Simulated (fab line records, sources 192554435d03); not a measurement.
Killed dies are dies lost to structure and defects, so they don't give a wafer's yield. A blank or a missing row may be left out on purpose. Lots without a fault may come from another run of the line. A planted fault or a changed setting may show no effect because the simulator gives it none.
Chamber matching | flow n5_finfet | N5_BEOL_M1_DESCUM_33 on rie_diel-01: 4 sister chambers
The step chemistry O2, time 7 s. 18 wafers are shown with their chamber, then 9 later ones without.

WAFERS WITH THEIR CHAMBER
wafer  | chamber | drypump_motor_current_A (A) | showerhead_plenum_p_Torr (Torr) | throttle_valve_pct (%)
L074.4 | 2       | 5.1                         | 2.11                            | 20.27
L074.5 | 2       | 5.1                         | 2.11                            | 20.26
L074.6 | 1       | 5.8                         | 2.19                            | 20.48
L075.1 | 0       | 6.3                         | 2.06                            | 20.39
L075.2 | 2       | 5.1                         | 2.10                            | 20.28
L075.6 | 0       | 6.3                         | 2.06                            | 20.38
L078.2 | 1       | 5.8                         | 2.19                            | 20.50
L078.3 | 2       | 5.1                         | 2.10                            | 20.28
L078.6 | 3       | 5.3                         | 2.10                            | 20.25
L081.1 | 0       | 6.4                         | 2.05                            | 19.97
L081.4 | 2       | 5.1                         | 2.10                            | 20.29
L081.5 | 2       | 5.1                         | 2.10                            | 20.29
L084.1 | 0       | 6.3                         | 2.05                            | 19.97
L084.3 | 3       | 5.3                         | 2.09                            | 20.26
L084.6 | 1       | 5.8                         | 2.18                            | 20.53
L091.4 | 2       | 5.1                         | 2.09                            | 20.31
L091.5 | 0       | 6.3                         | 2.05                            | 19.96
L091.6 | 1       | 5.8                         | 2.18                            | 20.55

SIGNATURES (means of the wafers above)
reading                  | chamber 0 | chamber 1 | chamber 2 | chamber 3 | scatter within a chamber
drypump_motor_current_A  | 6.320     | 5.800     | 5.100     | 5.300     | 0.0239
showerhead_plenum_p_Torr | 2.0540    | 2.1850    | 2.1014    | 2.0950    | 0.0063
throttle_valve_pct       | 20.1340   | 20.5150   | 20.2829   | 20.2550   | 0.124
Rule: a wafer's distance from a chamber is the root of the sum, over the readings, of the square of ((its reading less the chamber's mean) divided by the reading's scatter). The wafer belongs to the nearest chamber; if the next one is less than 2 further off, it can't be placed. The scatter: the root of (the sum of the squares of (reading less its chamber's mean) over the shown wafers, divided by (wafers less chambers)).

WAFERS WITHOUT THEIR CHAMBER
wafer  | drypump_motor_current_A (A) | showerhead_plenum_p_Torr (Torr) | throttle_valve_pct (%)
L093.2 | 6.3                         | 2.05                            | 19.98
L093.4 | 5.1                         | 2.09                            | 20.33
L093.6 | 5.8                         | 2.18                            | 20.56
L095.1 | 5.3                         | 2.09                            | 20.28
L095.2 | 5.8                         | 2.18                            | 20.55
L095.4 | 6.3                         | 2.05                            | 20.00
L097.2 | 6.4                         | 2.04                            | 20.01
L097.4 | 5.1                         | 2.09                            | 20.35
L097.6 | 5.2                         | 2.08                            | 20.31

WHICH CHAMBER EACH WENT THROUGH
wafer  | from the rows above     | in truth
L093.2 | 0                       | 0
L093.4 | 2                       | 2
L093.6 | 1                       | 1
L095.1 | 3                       | 3
L095.2 | 1                       | 1
L095.4 | 0                       | 0
L097.2 | 0                       | 0
L097.4 | 2                       | 2
L097.6 | can't be placed: 3 or 2 | 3
Placed correctly: 8 of 9. Can't be placed from these rows: 1 (the true chamber is among the candidates in 1). Placed wrongly: 0.
